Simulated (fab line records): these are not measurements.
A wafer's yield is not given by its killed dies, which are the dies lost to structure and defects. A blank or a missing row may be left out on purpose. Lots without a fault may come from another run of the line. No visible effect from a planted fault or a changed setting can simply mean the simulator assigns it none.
Split-lot experiment    flow n5Finfet    39 wafers read from 7 lots, route of 1938 steps

## ABOUT THE SPLIT
At N5_SD_EPI_P_ETCH_16 (etches SiO2 in CHF3/O2, target depth 5 nm), the setting targetDepthA was moved away from the recipe's 50 angstrom on 15 of the 39 wafers read, by -5.0% to +11.1%. For the rest of the wafers, this setting stayed at what the recipe calls for.

The reading comes from the split's own step.

## THE READING
etch.depthNm (the simulator's own value, which no gauge read), in nm, at N5_SD_EPI_P_ETCH_16 (etches SiO2 in CHF3/O2, target depth 5 nm). There is no usual value for it anywhere in the file. Here, 24 wafers ran the recipe; their average is 4.989 nm with a standard deviation of 0.069 nm.

wafer   tool, chamber at the split  targetDepthA as run, angstrom  against the recipe  etch.depthNm, nm  against lot-mates on the recipe
L083.1  rieDiel-06, 1               50                             recipe              4.935             -
L083.2  rieDiel-06, 0               55.57                          +11.1%              5.544             +0.615
L083.3  rieDiel-06, 3               50                             recipe              4.9               -
L083.4  rieDiel-06, 2               55.57                          +11.1%              5.592             +0.663
L083.5  rieDiel-06, 1               50                             recipe              4.951             -
L083.6  rieDiel-06, 2               55.57                          +11.1%              5.643             +0.714
L085.1  rieDiel-03, 3               50                             recipe              4.995             -
L085.2  rieDiel-03, 1               50                             recipe              5.004             -
L085.3  rieDiel-03, 0               50                             recipe              5.134             -
L085.4  rieDiel-03, 1               50                             recipe              5.044             -
L085.5  rieDiel-03, 3               50                             recipe              5.019             -
L085.6  rieDiel-03, 0               50                             recipe              5.166             -
L088.1  rieDiel-04, 1               52.48                          +5.0%               5.233             +0.234
L088.2  rieDiel-04, 3               50                             recipe              5.079             -
L088.3  rieDiel-04, 0               50                             recipe              4.907             -
L088.4  rieDiel-04, 2               50                             recipe              5.01              -
L088.5  rieDiel-04, 2               52.48                          +5.0%               5.245             +0.246
L088.6  rieDiel-04, 3               52.48                          +5.0%               5.29              +0.291
L090.1  rieDiel-06, 0               53.15                          +6.3%               5.209             +0.271
L090.2  rieDiel-06, 2               50                             recipe              4.997             -
L090.3  rieDiel-06, 1               50                             recipe              4.913             -
L090.4  rieDiel-06, 1               50                             recipe              4.903             -
L090.5  rieDiel-06, 0               53.15                          +6.3%               5.216             +0.278
L090.6  rieDiel-06, 2               53.15                          +6.3%               5.325             +0.387
L091.1  rieDiel-04, 2               50                             recipe              5.038             -
L091.4  rieDiel-04, 0               50                             recipe              4.967             -
L091.5  rieDiel-04, 0               50                             recipe              4.959             -
L092.1  rieDiel-06, 2               50                             recipe              5.058             -
L092.2  rieDiel-06, 1               50                             recipe              4.957             -
L092.3  rieDiel-06, 3               53.2                           +6.4%               5.369             +0.374
L092.4  rieDiel-06, 0               50                             recipe              4.97              -
L092.5  rieDiel-06, 1               53.2                           +6.4%               5.26              +0.265
L092.6  rieDiel-06, 0               53.2                           +6.4%               5.3               +0.305
L096.1  rieDiel-03, 0               47.52                          -5.0%               4.802             -0.145
L096.2  rieDiel-03, 2               47.52                          -5.0%               4.806             -0.141
L096.3  rieDiel-03, 3               50                             recipe              4.942             -
L096.4  rieDiel-03, 1               50                             recipe              4.955             -
L096.5  rieDiel-03, 1               50                             recipe              4.943             -
L096.6  rieDiel-03, 2               47.52                          -5.0%               4.817             -0.130

FIT RESULTS
A straight line over all 39 wafers: etch.depthNm changes by +0.049 nm for each +1% of targetDepthA; r = +0.95; the points scatter about the line by 0.066 nm.
The same after taking each lot's own level away (the mean of its wafers on the recipe; 39 wafers): +0.0512 nm for each +1%; r = +0.96; scatter 0.061 nm.
That fit puts the effect of the largest move of targetDepthA on the reading at 0.57 nm.
Across the lots, their own levels run from 4.9287 to 5.0603 nm, a range of 1.9 times the standard deviation given above.
Consequently the slope shifts little with the lot-to-lot level, the two slopes agreeing.
Check: +0.579 nm against its lot-mates is what the line predicts for one of the wafers moved furthest among these (+11.1%) when that wafer is left out of the fit. Against them it came out at +0.615 nm.

## ADDITIONAL SPLITS CARRIED BY THESE WAFERS
These wafers also went through other splits before the reading. Each is held against what the fit with the lots' levels taken away leaves over:
other split on the same wafers      wafers away from the commonest value  r with etch.depthNm (lot level and that fit taken away)
N5_FIN_SAQP_HM_DEP_72 timeS         18                                    -0.26
N5_DUMMY_GATE_ETCH_31 targetDepthA  15                                    +0.13

## FILE'S OWN FIT
etch.depthNm changes by +0.0525 nm for each +1% of targetDepthA, r = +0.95.
